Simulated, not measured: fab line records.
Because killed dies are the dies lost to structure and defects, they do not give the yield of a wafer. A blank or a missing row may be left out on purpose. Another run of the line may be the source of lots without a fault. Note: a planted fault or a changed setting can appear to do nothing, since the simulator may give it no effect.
Split-lot experiment    flow n5-finfet    7 lots, 21 wafers read, on a route of 1938 steps

## ABOUT THE SPLIT
At N5_MOL_CONTACT_COAG_COAT_02 (resist thk 30 nm), the setting spin-rpm was moved away from the recipe's 1500 rpm on 9 of the 21 wafers read, by -9.1% to +8.7%. The other wafers ran this setting at the recipe's value.

## FROM THE SPLIT TO THE READING: what the file shows between them, 4 steps
- N5_MOL_CONTACT_COAG_EBR_04
- N5_MOL_CONTACT_COAG_SOFTBAKE_03: time 60 s
- N5_MOL_CONTACT_COAG_EXPOSE_05: exposes mask CA, defocus 0 nm
- N5_MOL_CONTACT_COAG_PEB_06: peb time 60 s

## THE READING
CAR-EUV_of_MOL_CONTACT_COAG_COAT_02.thk-nm (the simulator's own value, which no gauge read), in nm, at N5_MOL_CONTACT_COAG_DEVELOP_07 (develop time 30 s). The file does not state a usual value for it. Average 29.6 nm, standard deviation 0.087 nm, over the 12 wafers here run with the recipe.

wafer   tool, chamber at the split  spin-rpm as run, rpm  against the recipe  CAR-EUV_of_MOL_CONTACT_COAG_COAT_02.thk-nm, nm  against lot-mates on the recipe
L078.4  litho-track-04, 0           1500                  recipe              29.6                                            -
L078.5  litho-track-04, 0           1500                  recipe              29.6                                            -
L078.6  litho-track-04, 0           1500                  recipe              29.6                                            -
L082.3  litho-track-01, 0           1544                  +2.9%               29                                              -0.6
L082.4  litho-track-01, 0           1500                  recipe              29.6                                            -
L082.5  litho-track-01, 0           1544                  +2.9%               29.2                                            -0.4
L085.2  litho-track-01, 0           1500                  recipe              29.6                                            -
L085.5  litho-track-01, 0           1500                  recipe              29.6                                            -
L085.3  litho-track-01, 0           1412                  -5.9%               30.4                                            +0.8
L088.2  litho-track-04, 0           1631                  +8.7%               28.4                                            -1.0
L088.6  litho-track-04, 0           1631                  +8.7%               28.4                                            -1.0
L088.3  litho-track-04, 0           1500                  recipe              29.4                                            -
L089.1  litho-track-01, 0           1597                  +6.5%               28.6                                            -0.8
L089.2  litho-track-01, 0           1597                  +6.5%               28.6                                            -0.8
L089.5  litho-track-01, 0           1500                  recipe              29.4                                            -
L091.1  litho-track-04, 0           1500                  recipe              29.6                                            -
L091.3  litho-track-04, 0           1500                  recipe              29.6                                            -
L091.5  litho-track-04, 0           1500                  recipe              29.4                                            -
L093.2  litho-track-03, 0           1363                  -9.1%               31                                              +1.4
L093.5  litho-track-03, 0           1363                  -9.1%               31                                              +1.4
L093.6  litho-track-03, 0           1500                  recipe              29.6                                            -

THE FIT
A straight line over all 21 wafers: CAR-EUV_of_MOL_CONTACT_COAG_COAT_02.thk-nm changes by -0.147 nm for each +1% of spin-rpm; r = -0.99; the points scatter about the line by 0.092 nm.
The same after taking each lot's own level away (the mean of its wafers on the recipe; 21 wafers): -0.135 nm for each +1%; r = -0.99; scatter 0.097 nm.
Per that fit: largest spin-rpm move, reading shift of 1.2 nm.
The span of the lots' own levels, 29.40 to 29.60 nm, comes to 2.3 times the standard deviation stated above.
The two slopes are in agreement: the lot-to-lot level therefore moves the slope only a little.
Check: for one of the wafers moved furthest among these (-9.1%), held out of the fit, the line's prediction against its lot-mates is +1.22 nm. Against them it came out at +1.4 nm.

## FURTHER SPLITS ON THESE WAFERS
Before the reading, these wafers also passed through other splits. Each is held against what the fit with the lots' levels taken away leaves over:
other split on the same wafers      wafers away from the commonest value  r with CAR-EUV_of_MOL_CONTACT_COAG_COAT_02.thk-nm (lot level and that fit taken away)
N5_SD_EPI_N_PEB_07 peb-temp-c       7                                     +0.11
N5_SD_EPI_N_ETCH_45 target-depth-a  10                                    +0.21
N5_SD_EPI_P_ETCH_36 bias-w          5                                     -0.01
N5_HKMG_FIN_EXPOSE_46 dose-mj       9                                     +0.28
N5_HKMG_FIN_ETCH_58 source-w        6                                     -0.51
N5_GATE_CUT_ALD_22 ald-cycles       10                                    +0.09

## THE WHOLE CHAIN: every reading that the file lists as answering this split, in the file's order
step                            what it does       reading                                                                                      change (the file's fit)                r (the file's)
N5_MOL_CONTACT_COAG_COAT_02     resist thk 30 nm   CAR-EUV_of_MOL_CONTACT_COAG_COAT_02.thk-nm (the simulator's own value, which no gauge read)  -0.154 nm for each +1% of the setting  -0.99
N5_MOL_CONTACT_COAG_DEVELOP_07  develop time 30 s  CAR-EUV_of_MOL_CONTACT_COAG_COAT_02.thk-nm (the simulator's own value, which no gauge read)  -0.134 nm for each +1% of the setting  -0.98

## THE FILE'S OWN FIT
CAR-EUV_of_MOL_CONTACT_COAG_COAT_02.thk-nm changes by -0.134 nm for each +1% of spin-rpm, r = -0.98.
